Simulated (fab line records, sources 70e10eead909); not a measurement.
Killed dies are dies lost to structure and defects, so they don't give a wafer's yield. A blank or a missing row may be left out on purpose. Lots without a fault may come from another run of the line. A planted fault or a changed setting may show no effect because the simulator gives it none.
A struck lot beside a sound one | flow nand_harc | 41 steps out of a route of 1302
Sound: wafers L874.1, L874.4, L874.5. Struck: wafers L883.1, L883.2, L883.5. The cause comes at the end.
At each step with rows: each side's tool, then ch and its chambers, then its first start. Under that, the readings that differ: sound wafers | struck wafers | difference of the means | sigmas: that difference in standard deviations of wafers without a fault.
alike: readings whose means differ by less than 2 such deviations, and words and numbers that are the same on both sides. not compared: withheld readings, readings that some wafer has no value for, bounds like >300 that may hide the same value, and numbers for which the record gives no deviation and whose values overlap.
The two part at a step that has a row with sigmas, a row that says differs or no value, or rows on one side only. Numbers that don't overlap but have no deviation are shown without sigmas and don't part them. A reading that every wafer of one side lacks parts them only if that side has two wafers or more.

first, 7 steps without rows for these wafers: NHARC_A_SGD_CUT_COAT_57 (time 65 s); NHARC_A_SGD_CUT_COAT_03 (resist thk 90 nm); NHARC_A_SGD_CUT_SOFTBAKE_04 (time 55 s); NHARC_A_SGD_CUT_EBR_05; NHARC_A_SGD_CUT_EXPOSE_06 (exposes mask SGD); NHARC_A_SGD_CUT_PEB_07 (peb time 65 s); NHARC_A_SGD_CUT_DEVELOP_08 (develop time 35 s).
NHARC_A_SGD_CUT_CD_MEAS_09: target cd 100 nm.
  sound on cd_sem-03 ch 0, day 20 12:44; struck on cd_sem-03 ch 0, day 24 16:40
  alike: cd_nm
NHARC_A_SGD_CUT_OVL_MEAS_10:
  sound on overlay-02, day 20 12:49; struck on overlay-01, day 24 16:45
  alike: overlay_x_nm, overlay_y_nm
NHARC_A_SGD_CUT_INSPECT_11:
  sound on defect_inspect-01, day 20 12:51; struck on defect_inspect-01, day 24 16:47
  reading          | sound       | struck   | difference | sigmas
  raw_defect_count | 105 106 104 | 51 50 48 | -55        | -2
then, 1 step without rows for these wafers: NHARC_A_SGD_CUT_DESCUM_14 (chemistry O2, time 3 s).
NHARC_A_SGD_CUT_ETCH_58: etches the open film in CF4, target depth 39 nm, time 65 s.
  sound on rie_diel-02 ch 0,3, day 20 13:00; struck on rie_diel-08 ch 0,1,2, day 24 16:56
  alike: cf4_flow_sccm, drypump_motor_current_A, oes_product_au, rf_vpp_V, showerhead_plenum_p_Torr, throttle_valve_pct
  not compared: rf_hours_counter_h
NHARC_A_SGD_CUT_ETCH_59: etches the open film in N2/H2, target depth 260 nm, time 406.25 s.
  sound on rie_diel-02 ch 0,2,3, day 20 13:09; struck on rie_diel-08 ch 0,1,2, day 24 17:03
  alike: drypump_motor_current_A, oes_product_au, rf_vpp_V, showerhead_plenum_p_Torr, throttle_valve_pct
  not compared: rf_hours_counter_h
NHARC_A_SGD_CUT_ETCH_15: etches the open film in CH3F/O2, target depth 75 nm, time 64.3 s.
  sound on rie_diel-02 ch 1,2; struck on rie_diel-08 ch 0,2
  alike: drypump_motor_current_A, oes_product_au, rf_vpp_V, showerhead_plenum_p_Torr, throttle_valve_pct
  not compared: rf_hours_counter_h
NHARC_A_SGD_CUT_ETCH_16: etches the open film in C4F8/O2/Ar, target depth 310.5 nm, time 155.2 s.
  sound on rie_diel-02 ch 0,1,3; struck on rie_diel-08 ch 1,3
  alike: oes_product_au, rf_vpp_V
  not compared: rf_hours_counter_h
then, 7 steps without rows for these wafers: NHARC_A_SGD_CUT_STRIP_60 (strips in C4F8/O2/Ar); NHARC_A_SGD_CUT_STRIP_17 (strips in O2); NHARC_A_SGD_CUT_PRECLEAN_18 (cleans in SC1); NHARC_A_SGD_CUT_SRD_19; NHARC_A_SGD_CUT_DEP_20 (deposits SiO2, target thk 150 nm); NHARC_A_SGD_CUT_ANNEAL_27 (time 1800 s); NHARC_A_SGD_CUT_CMP_21 (polishes, target thk 148.19 nm).
NHARC_A_SGD_CUT_THK_MEAS_22: measures by ellipsometry.
  sound on film_metro-01, day 20 18:56; struck on film_metro-02, day 25 02:02
  alike: thk_nm
then, 4 steps without rows for these wafers: NHARC_A_SGD_CUT_SRD_23; NHARC_A_SGD_CUT_ETCH_26 (etches SiO2 in dHF, target depth 45.8 nm); NHARC_A_SGD_CUT_ETCHBACK_24 (etches the open film in CH3F/O2, target depth 50 nm, time 92.857 s); NHARC_A_SGD_CUT_STRIP_28 (strips in O2, time 20 s).
NHARC_A_SLIT_DEP_25: deposits SiO2, target thk 200 nm.
  sound on pecvd-03 ch 0,1,2, day 20 19:28; struck on pecvd-03 ch 1,2, day 25 02:40
  alike: heater_power_w, throttle_valve_pct
then, 1 step without rows for these wafers: NHARC_A_SLIT_DEP_00 (deposits aC, target thk 6200 nm).
NHARC_A_SLIT_DEP_23: deposits SiON, target thk 100 nm.
  sound on pecvd-03 ch 1,2, day 20 23:39; struck on pecvd-04 ch 0,1,2, day 25 08:53
  alike: heater_power_w
then, 8 steps without rows for these wafers: NHARC_A_SLIT_DEHYDRATE_01 (time 120 s); NHARC_A_SLIT_HMDS_02 (time 30 s); NHARC_A_SLIT_COAT_03 (resist thk 90 nm); NHARC_A_SLIT_SOFTBAKE_04 (time 55 s); NHARC_A_SLIT_EBR_05; NHARC_A_SLIT_EXPOSE_06 (exposes mask SLIT); NHARC_A_SLIT_PEB_07 (peb time 65 s); NHARC_A_SLIT_DEVELOP_08 (develop time 35 s).
NHARC_A_SLIT_CD_MEAS_09: target cd 300 nm.
  sound on cd_sem-01 ch 0, day 21 00:18; struck on cd_sem-01 ch 0, day 25 09:34
  alike: cd_nm
NHARC_A_SLIT_OVL_MEAS_10:
  sound on overlay-02, day 21 00:23; struck on overlay-02, day 25 09:40
  alike: overlay_x_nm, overlay_y_nm
-- the record jumps here: 5 days lie between the struck wafers' starts before and after (it left off in module A_SLIT and takes up again in module END, whose first step shown is number 1302 of the route) --
NHARC_END_SORT_01:
  sound on prober-01 ch 0, day 25 14:41; struck on prober-02 ch 0, day 30 03:16
  reading         | sound    | struck      | difference | sigmas
  killed_at_array | 78 58 80 | 141 143 121 | +63        | +4
  killed_dies     | 82 65 84 | 146 147 121 | +61        | +4
  alike: killed_at_other, killed_at_periphery, killed_open, killed_short

WHERE THEY PART
First at NHARC_A_SGD_CUT_INSPECT_11; last, within this record, at NHARC_END_SORT_01.

WHY: what the simulator had put in
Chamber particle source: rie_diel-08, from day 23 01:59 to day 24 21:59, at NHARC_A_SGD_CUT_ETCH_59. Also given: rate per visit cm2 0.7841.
